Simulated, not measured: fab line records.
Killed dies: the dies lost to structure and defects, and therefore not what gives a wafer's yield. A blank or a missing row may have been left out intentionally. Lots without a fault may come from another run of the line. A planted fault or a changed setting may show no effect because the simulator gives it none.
Which tool is to blame? ; flow nand_harc ; 13 lots with 39 wafers sampled at 5 steps, on a route of 1302 steps

## WHAT THE GAUGES READ, wafer by wafer
NHARC_THIN_TSV_CD_MEAS_37. Usual: cd_nm reads 4999.4 nm (standard deviation 2.7).
lot;measured;on;cd_nm (nm);flag
L649;day 24 10:52;cd_sem-02;5001.0 4997.2 4996.4;
L652;day 25 04:16;cd_sem-01;5006.9 5001.3 5004.7;
L650;day 25 05:26;cd_sem-03;5001.9 4999.4 5000.7;
L660;day 28 23:31;cd_sem-01;5003.4 5003.2 5001.1;
L661;day 29 12:55;cd_sem-01;4998.0 4998.0 5000.3;
L663;day 30 00:29;cd_sem-03;4994.0 4996.6 4997.8;
L665;day 30 02:00;cd_sem-02;5001.1 4999.0 4994.9;
L664;day 30 07:20;cd_sem-03;5001.2 5003.1 5001.3;
L662;day 30 11:32;cd_sem-02;4999.8 4996.4 4999.1;
L667;day 31 13:05;cd_sem-03;5002.9 4999.5 5001.9;
L669;day 32 10:08;cd_sem-01;5000.4 4995.6 4996.4;
L668;day 32 11:19;cd_sem-02;5000.8 5000.8 5001.8;
L670;day 32 20:18;cd_sem-03;4998.3 4995.1 4996.4;

NHARC_END_SORT_01. Usual: defect_limited_yield is 90.9 % with standard deviation 2.6, killed_at_array is 57 with standard deviation 18, killed_at_other is 0.9 with standard deviation 1.3, killed_at_periphery is 3.5 with standard deviation 2.2, killed_dies is 62 with standard deviation 18, killed_open is 3.0 with standard deviation 1.7, and killed_short is 2.3 with standard deviation 1.5.
lot;measured;on;defect_limited_yield (%);killed_at_array;killed_at_other;killed_at_periphery;killed_dies;killed_open;killed_short;flag
L649;day 24 17:54;prober-02;90.8 93.1 92.9;50 42 40;1 0 0;11 5 8;62 47 48;6 4 2;1 5 4;
L652;day 25 17:36;prober-01;88.9 87.3 88.0;72 80 78;0 1 0;3 5 3;75 86 81;2 5 2;1 1 3;
L650;day 25 15:13;prober-02;88.6 88.9 90.5;74 71 61;0 1 1;3 3 2;77 75 64;5 1 3;5 3 2;
L660;day 29 05:50;prober-01;90.5 92.0 91.7;56 52 54;6 0 1;2 2 1;64 54 56;0 2 2;5 2 2;
L661;day 29 20:34;prober-01;93.1 92.0 93.6;42 48 40;1 1 0;4 5 3;47 54 43;3 5 3;1 2 1;
L663;day 30 11:17;prober-02;89.5 87.4 90.5;64 82 55;1 0 2;6 3 7;71 85 64;5 5 4;4 3 3;
L665;day 30 10:23;prober-01;88.3 89.8 90.4;78 67 63;0 0 0;1 2 2;79 69 65;2 3 2;2 0 6;
L664;day 30 18:09;prober-01;92.5 91.7 90.3;46 50 59;1 0 1;4 6 6;51 56 66;3 6 4;0 1 5;
L662;day 30 19:10;prober-02;93.1 93.2 92.9;44 42 44;0 1 2;3 3 2;47 46 48;1 0 5;1 2 2;
L667;day 31 20:43;prober-02;90.5 90.4 89.2;62 62 69;1 2 1;1 1 3;64 65 73;4 3 0;2 4 1;
L669;day 32 19:23;prober-01;88.3 89.7 91.7;75 66 53;1 1 1;3 3 2;79 70 56;2 4 3;5 2 3;
L668;day 32 21:43;prober-02;92.3 93.6 92.5;46 41 46;0 0 0;6 2 5;52 43 51;1 1 2;3 3 1;
L670;day 33 03:58;prober-01;95.4 92.9 92.9;29 43 42;1 3 4;1 2 2;31 48 48;2 4 2;4 3 5;

## WHAT TOOL EACH LOT RAN ON (gives the tool, then ch and the chambers of the sampled wafers, and finally the start)
lot;NHARC_THIN_TSV_STRIP_45;NHARC_THIN_TSV_ETCHBACK_48;NHARC_THIN_TSV_ANNEAL_58
L649;plasma_asher-01 ch 0,1, day 24 04:31;rie_diel-02 ch 2,3, day 24 05:42;furnace-02 ch 0, day 24 13:22
L652;plasma_asher-02 ch 0,1, day 24 22:06;rie_diel-12 ch 0,3, day 24 23:09;furnace-06, day 25 10:43
L650;plasma_asher-02 ch 0,1, day 24 23:10;rie_diel-10 ch 0,1,3, day 25 00:19;furnace-06, day 25 10:43
L660;plasma_asher-01 ch 0,1, day 28 17:18;rie_diel-12 ch 2,3, day 28 18:30;furnace-02 ch 0, day 29 01:22
L661;plasma_asher-01 ch 0,1, day 29 06:41;rie_diel-10 ch 0,1,3, day 29 07:56;furnace-06 ch 0, day 29 16:04
L663;plasma_asher-02 ch 0,1, day 29 18:16;rie_diel-10 ch 0,3, day 29 19:32;furnace-02 ch 0, day 30 05:58
L665;plasma_asher-02 ch 0,1, day 29 19:29;rie_diel-02 ch 1,2,3, day 29 20:38;furnace-02 ch 0, day 30 05:58
L664;plasma_asher-02 ch 0,1, day 30 00:41;rie_diel-10 ch 0,2, day 30 01:50;furnace-05 ch 0, day 30 10:35
L662;plasma_asher-02 ch 0,1, day 30 04:52;rie_diel-10 ch 0,2,3, day 30 06:07;furnace-02 ch 0, day 30 14:37
L667;plasma_asher-02 ch 0,1, day 31 06:46;rie_diel-12 ch 0,1,3, day 31 07:59;furnace-05 ch 0, day 31 16:17
L669;plasma_asher-02 ch 0,1, day 32 03:53;rie_diel-12 ch 0,2, day 32 05:01;furnace-05 ch 0, day 32 13:20
L668;plasma_asher-01 ch 0,1, day 32 04:45;rie_diel-10 ch 0,2,3, day 32 05:57;furnace-05 ch 0, day 32 13:20
L670;plasma_asher-02 ch 0,1, day 32 13:59;rie_diel-12 ch 0,2,3, day 32 15:13;furnace-05 ch 0, day 32 23:31
- NHARC_THIN_TSV_STRIP_45: strips in O2.
- NHARC_THIN_TSV_ETCHBACK_48: etches the open film in C4F8/Ar, target depth 1028.5 nm, time 405.17 s.
- NHARC_THIN_TSV_ANNEAL_58: time 1800 s.

## AS READ BY THE TOOLS THEMSELVES (means over the sampled wafers that have a number; for cases with no such wafer, the mark the record gives instead)
NHARC_THIN_TSV_STRIP_45. Usual: drypump_motor_current_A 5.38 A, standard deviation 0.1; heater_power_w 353 W, standard deviation 22.
lot;tool;drypump_motor_current_A (A);heater_power_w (W);flag
L649;plasma_asher-01;5.24;329;
L652;plasma_asher-02;5.47;363;
L650;plasma_asher-02;5.43;367;
L660;plasma_asher-01;5.25;329;
L661;plasma_asher-01;5.26;328;
L663;plasma_asher-02;5.47;366;
L665;plasma_asher-02;5.46;359;
L664;plasma_asher-02;5.45;363;
L662;plasma_asher-02;5.44;359;
L667;plasma_asher-02;5.43;362;
L669;plasma_asher-02;5.48;367;
L668;plasma_asher-01;5.29;339;
L670;plasma_asher-02;5.44;365;

NHARC_THIN_TSV_ETCHBACK_48. Usual: oes_product_au 0.95 a.u., standard deviation 0.033; rf_vpp_V 548 V, standard deviation 3.6.
lot;tool;oes_product_au (a.u.);rf_vpp_V (V);flag
L649;rie_diel-02;0.92;545;
L652;rie_diel-12;0.92;550;
L650;rie_diel-10;0.92;548;
L660;rie_diel-12;0.99;552;
L661;rie_diel-10;0.94;548;
L663;rie_diel-10;0.93;550;
L665;rie_diel-02;0.91;546;
L664;rie_diel-10;0.93;548;
L662;rie_diel-10;0.93;549;
L667;rie_diel-12;0.99;549;
L669;rie_diel-12;1.00;545;
L668;rie_diel-10;0.94;549;
L670;rie_diel-12;0.93;549;

NHARC_THIN_TSV_ANNEAL_58. Usual: run_length_s 1832 s, standard deviation 8.2; spike_tc_bottom_C 425.1 C, standard deviation 1.4; zone_power_centre_pct 4.34 %, standard deviation 0.12.
lot;tool;run_length_s (s);spike_tc_bottom_C (C);zone_power_centre_pct (%);flag
L649;furnace-02;1839;424.8;4.25;
L652;furnace-06;-;-;-;OFF
L650;furnace-06;-;-;-;OFF
L660;furnace-02;1849;424.0;4.22;
L661;furnace-06;1830;425.0;4.50;
L663;furnace-02;1850;423.4;4.25;
L665;furnace-02;1840;424.4;4.25;
L664;furnace-05;1823;426.6;4.26;
L662;furnace-02;1837;424.6;4.29;
L667;furnace-05;1822;426.4;4.29;
L669;furnace-05;1828;426.4;4.30;
L668;furnace-05;1824;425.9;4.28;
L670;furnace-05;1828;426.4;4.31;

## THE ANSWER, worked out from the rows above alone
Rule: take the mean of a lot's wafers that have a number; if it is more than 3 standard deviations from the usual mean, the lot is off. Also off: a lot with no number at a reading for which 4 or more lots have one. The other lots that the step has rows for count as sound. Order of review: gauges by route order, followed by the tools' own readings, for which a lot's mean as printed above is used. At the first step where some lot is off, the reading lying furthest off is the one used; lots without a number count as furthest.
Off, at NHARC_THIN_TSV_ANNEAL_58 on run_length_s: L652, L650. Without a number there: L652, L650.
If a tool, at that step or one of the process steps before it, ran each lot that is off and ran no sound lot following the first of them, it fits. No candidate that was tried fits.

## WHAT THE SIMULATOR HAD INSERTED
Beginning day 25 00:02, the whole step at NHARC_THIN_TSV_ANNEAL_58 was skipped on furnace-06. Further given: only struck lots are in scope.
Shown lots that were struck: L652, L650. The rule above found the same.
